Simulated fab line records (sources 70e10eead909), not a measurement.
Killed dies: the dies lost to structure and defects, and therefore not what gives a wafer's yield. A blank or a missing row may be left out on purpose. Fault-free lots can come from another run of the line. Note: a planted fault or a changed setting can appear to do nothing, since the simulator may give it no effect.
Code-filled problem report in 8D (eight disciplines) form ; flow nand harc ; the parts of the form that need people (team, actions taken, sign-off) are left out

1. WHAT IS WRONG
killed dies at NHARC_END_SORT_01 reads a mean of 677 on 6 wafers of 2 lots; wafers without a fault read 66 with a standard deviation of 22. That puts it +28 standard deviations away from the usual mean.
The first sign was on wafer L977.1 at day 29 22:10, on prober-02. Wafers with a number at this step in the record: 9, from 3 lots. Rule for "out", or "out of limits": more than 4 standard deviations from the usual mean. The other wafers with a number count as sound.

2. WHAT IT IS, WHAT IT ISN'T
question;is;is not
which readings at this step;killed dies, killed at array;killed at other, killed at periphery, killed short
which lots;L977, L978;L987
which wafers of those lots;all that have a number;-
read on which gauges;prober-01, prober-02;-
when;from day 29 22:10;"up to then (0 sound wafers); but 3 sound wafers of L987 came after"

3. THE SUSPECTS, EACH WITH WHAT RULES IT OUT
Counting: a tool at a process step up to the reading stays a suspect if it ran every lot that is out and no sound lot after the first of them.
- ruled out: the gauge at NHARC_END_SORT_01. 2 gauges (prober-01, prober-02) read the wafers that are out.
- pecvd-03 at NHARC_A_CONTACT_DEP_24 (deposits SiO2, target thk 500 nm): kept. It ran every lot that is out, first L977 (day 26 16:14), and no sound lot after that.
- rie diel-11 at NHARC_A_CONTACT_ETCH_50 (etches the open film in CF4/CHF3, target depth 121 nm, time 60.5 s): ruled out as a lasting fault. After its first lot that is out, L977 (day 27 01:36), sound lots L987 ran on it.
- har cap etch-03 at NHARC_A_CONTACT_ETCH_114 (etches the open film in C4F8/O2/Ar, time 190 s, target depth 1850 nm): kept. It ran every lot that is out, first L977 (day 27 03:26), and no sound lot after that.
Remaining after the count are pecvd-03 at NHARC_A_CONTACT_DEP_24 and har cap etch-03 at NHARC_A_CONTACT_ETCH_114.

4. THE CAUSE (what the simulator had put in)
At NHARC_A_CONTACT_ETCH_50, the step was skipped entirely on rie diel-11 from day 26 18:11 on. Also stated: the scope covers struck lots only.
Counting ruled it out, wrongly: the rule takes a fault to strike every lot that its tool runs from its start on, and this one did not.

5. SEQUENCE OF EFFECTS, ordered by route
Each row: a reading where the mean over the struck wafers with a number is more than 3 standard deviations away from the usual. Only readings whose record carries a usual standard deviation are examined. hours: median over the lots of the time between each lot's start at the first step of this table that gives one and its start at this step. sigmas: the change, counted in usual standard deviations.
hours;step;reading;usual;on struck wafers;change;sigmas
0;NHARC_END_SORT_01;killed at array;61;672;+611;+27
0;NHARC_END_SORT_01;killed dies;66;677;+611;+28
Readings that are blank on the struck wafers while sound wafers have them: bias w at NHARC_A_CONTACT_ETCH_50; cf4 flow sccm at NHARC_A_CONTACT_ETCH_50; drypump motor current A at NHARC_A_CONTACT_ETCH_50; oes product au at NHARC_A_CONTACT_ETCH_50; rf fwd power W at NHARC_A_CONTACT_ETCH_50; rf vpp V at NHARC_A_CONTACT_ETCH_50; showerhead plenum p Torr at NHARC_A_CONTACT_ETCH_50; throttle valve pct at NHARC_A_CONTACT_ETCH_50.

6. WHAT WOULD HAVE CAUGHT IT SOONER
In this record the first reading out of limits at a measuring or inspecting step was taken at day 29 22:10, 76 hours after the fault began at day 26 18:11.
At NHARC_A_CONTACT_ETCH_50 the tool's readings are blank on the struck wafers, where sound wafers have them: an empty tool record is the first sign, and it was there at once.
